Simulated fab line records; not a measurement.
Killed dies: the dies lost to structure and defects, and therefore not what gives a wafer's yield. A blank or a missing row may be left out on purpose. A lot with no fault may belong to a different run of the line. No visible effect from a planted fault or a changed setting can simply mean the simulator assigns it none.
Which tool is to blame? -- flow nand_harc -- 7 lots with 21 wafers sampled at 2 steps, on a route of 1159 steps

== WHAT EACH GAUGE READ, for each wafer ==
NHARC_A_ONON_D1_THK_MEAS_21: measures by ellipsometry.
lot,measured,on,thk_nm (nm)
L977,day 10 15:01,film_metro-01,1006 1005 1005
L980,day 10 14:40,film_metro-02,996 997 997
L982,day 11 02:03,film_metro-02,1000 999 998
L981,day 11 01:19,film_metro-01,980 980 980
L989,day 11 13:55,film_metro-01,1007 1572 1007
L995,day 12 13:55,film_metro-02,998 1000 997
L999,day 13 12:09,film_metro-01,1003 1004 1002

== EACH LOT AND THE TOOL THAT RAN IT (in order: tool; ch and the chambers of the sampled wafers; start) ==
lot,NHARC_A_ONON_D1_DEP_19
L977,"pecvd_onon-02 ch 0, day 10 14:30"
L980,"pecvd_onon-04 ch 0, day 10 14:09"
L982,"pecvd_onon-02 ch 0, day 11 01:41"
L981,"pecvd_onon-03 ch 0, day 11 00:58"
L989,"pecvd_onon-03 ch 0, day 11 13:25"
L995,"pecvd_onon-04 ch 0, day 12 13:24"
L999,"pecvd_onon-04 ch 0, day 13 11:37"
- NHARC_A_ONON_D1_DEP_19: target thk 1000 nm.

== THE ANSWER, worked out from the rows above alone ==
Rule: usual is defined by the lots themselves. Put in order of their means at a reading, lots are off if they are a third of the lots or fewer, leave a main group of 4 or more, and stand apart from it by a gap of 3 or more times the standard deviation of the main group's means; of several such gaps the widest counts. A main group is skipped when, at the precision printed for the reading in the tables above, its means are all equal. A lot without any number at a reading at which 4 lots or more have one is off too. Where the step has rows for the other lots, those lots are counted as sound.
Off at NHARC_A_ONON_D1_THK_MEAS_21 (thk_nm): L989. For the main group the mean is 997 nm and the standard deviation 8.2.
A tool fits if, at a process step before that reading, it ran every lot that is off, and no sound lot after the first of them. The gauges at NHARC_A_ONON_D1_THK_MEAS_21 are tried like those tools. One candidate fits, namely pecvd_onon-03 at NHARC_A_ONON_D1_DEP_19. A fault onset in the window from L981 (day 11 00:58, its last sound lot) to L989 (day 11 13:25, its first lot off) fits.

== WHAT WAS PUT IN BY THE SIMULATOR ==
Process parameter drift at NHARC_A_ONON_D1_DEP_19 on pecvd_onon-03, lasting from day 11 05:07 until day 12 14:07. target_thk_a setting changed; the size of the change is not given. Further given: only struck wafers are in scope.
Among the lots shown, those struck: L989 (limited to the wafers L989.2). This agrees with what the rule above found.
